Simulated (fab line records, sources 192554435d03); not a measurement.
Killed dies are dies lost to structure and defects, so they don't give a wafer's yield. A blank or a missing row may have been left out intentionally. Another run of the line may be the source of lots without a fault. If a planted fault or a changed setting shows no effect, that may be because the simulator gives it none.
Struck lot and sound lot, side by side	flow n5Finfet	38 out of 1938 route steps
Sound: the wafers L114.1, L114.5, L114.6. Struck: wafers L130.4, L130.5. (L130.2 of the same lot was not struck and is left out.) The cause comes at the end.
For every step that has rows: the tool of each side, followed by ch and its chambers, followed by its first start. Under that, the readings that differ: sound wafers	struck wafers	difference of the means	sigmas: that difference in standard deviations of wafers without a fault.
alike: readings whose means differ by less than 2 such deviations, and words and numbers that are the same on both sides. not compared: withheld readings, readings that some wafer has no value for, bounds like >300 that may hide the same value, and numbers for which the record gives no deviation and whose values overlap.
Wherever a step has rows on one side only, a row that says differs or no value, or a row with sigmas, the two part there. Non-overlapping numbers with no deviation appear without sigmas and do not part them. Lack of a reading on every wafer of one side parts them only where that side has two or more wafers.

first, 8 steps without rows for these wafers: N5_BEOL_M3_ECD_50 (material Cu, target thk 300 nm); N5_BEOL_M3_ANNEAL_51 (time 90 s); N5_BEOL_M3_CMP_52 (polishes, stops on SiOC, t overpolish 6.8 s, target thk 40 nm); N5_BEOL_M3_PRE_CLEAN_60 (time 15 s); N5_BEOL_M3_CO_CAP_55 (material Co, precursor CCTBA/H2, target thk 2 nm, time 102.1 s); N5_BEOL_M3_PRE_CLEAN_56 (time 15 s); N5_BEOL_M3_DEP_57 (deposits SiCN from 3MS/NH3, target thk 8 nm, time 14 s); N5_BEOL_M4_ILD_DEP_00 (deposits SiOC from DEMS/O2, target thk 79 nm, time 15.3 s).
N5_BEOL_M4_PECVD_72: deposits SiO2 from TEOS/O2, target thk 16 nm, time 18 s.
  sound on pecvd-01 ch 0,2, day 7 04:04; struck on pecvd-02 ch 1,2, day 11 21:50
reading	sound	struck	difference	sigmas
model.SiO2_of_BEOL_M4_PECVD_72.thkNm (nm)	15.8 16.2 16	21.6 21.8	+5.7	
  alike: heaterPowerW, showerheadPlenumPTorr, throttleValvePct
then, 25 steps without rows for these wafers: N5_BEOL_M4_HM_DEP_02 (deposits TiN, target thk 20 nm); N5_BEOL_M4_COAT_61 (time 60 s, resist thk 60 nm); N5_BEOL_M4_COAT_62 (time 60 s, resist thk 12 nm); N5_BEOL_M4_COAT_73 (time 60 s, resist thk 5 nm); N5_BEOL_M4_COAT_05 (resist thk 30 nm); N5_BEOL_M4_EBR_07; N5_BEOL_M4_SOFTBAKE_06 (time 60 s); N5_BEOL_M4_EXPOSE_08 (exposes mask M4); N5_BEOL_M4_PEB_09 (peb time 60 s); N5_BEOL_M4_DEVELOP_10 (develop time 30 s); N5_BEOL_M4_DESCUM_16 (chemistry O2, time 7 s); N5_BEOL_M4_ETCH_74 (etches underlayer in N2/H2, target depth 6.5 nm, time 5.2 s); N5_BEOL_M4_ETCH_63 (etches SiARC in CF4, target depth 15.6 nm, time 26 s); N5_BEOL_M4_ETCH_64 (etches SOC in N2/H2, target depth 75 nm, overetch 22.5 nm, time 121.9 s); N5_BEOL_M4_STRIP_65 (strips in N2/H2); N5_BEOL_M4_STRIP_75 (strips in N2/H2); N5_BEOL_M4_STRIP_66 (strips in CF4); N5_BEOL_M4_HM_OPEN_17 (chemistry Cl2/BCl3, target TiN, target depth 20 nm, overetch 6 nm); N5_BEOL_M4_STRIP_19 (strips in O2); N5_BEOL_M4_COAT_67 (time 60 s, resist thk 60 nm); N5_BEOL_M4_COAT_68 (time 60 s, resist thk 12 nm); N5_BEOL_M4_COAT_76 (time 60 s, resist thk 5 nm); N5_BEOL_M4_COAT_22 (resist thk 30 nm); N5_BEOL_M4_EBR_24; N5_BEOL_M4_SOFTBAKE_23 (time 60 s).
N5_BEOL_M4_HM_STRIP_39: strips TiN in peroxide tin strip, target depth 25 nm, time 158 s.
  sound on wetBench-04 ch 1,4,7, day 7 13:28; struck on wetBench-04 ch 2,7, day 12 06:08
reading	sound	struck	difference	sigmas
model.SiO2_of_BEOL_M4_PECVD_72.thkNm (nm)	15.6 16 16	21.4 21.6	+5.6	
N5_BEOL_M4_CMP_52: polishes, stops on SiOC, t overpolish 6.8 s, target thk 40 nm.
  sound on cmp-02 ch 1,2,3, day 7 17:07; struck on cmp-02 ch 1, day 12 11:07
reading	sound	struck	difference	sigmas
barrierFieldEndpointS (s)	24.0 25.0 25.1	30.7 31.3	+6.3	+13
  alike: motorCurrentA
N5_BEOL_M4_RC_MEAS_101:
  sound on prober-01 ch 0, day 7 17:37; struck on prober-01 ch 0, day 12 11:50
reading	sound	struck	difference	sigmas
SS_N (mV/dec)	72.9 71.8 72.6	70.7 70.9	-1.6	-3
SS_P (mV/dec)	74.9 74.6 74.1	73.0 73.1	-1.5	-2
  alike: DIBL_N, DIBL_P, IOFF_N, IOFF_P, ION_N, ION_P, VT_N, VT_P
after that, 1 step had no rows for these wafers: N5_PASSIVATION_PROBE_49.

WHERE THEY PART
Last at N5_BEOL_M4_RC_MEAS_101 as far as this record goes, first at N5_BEOL_M4_CMP_52.

WHY: the cause the simulator had injected
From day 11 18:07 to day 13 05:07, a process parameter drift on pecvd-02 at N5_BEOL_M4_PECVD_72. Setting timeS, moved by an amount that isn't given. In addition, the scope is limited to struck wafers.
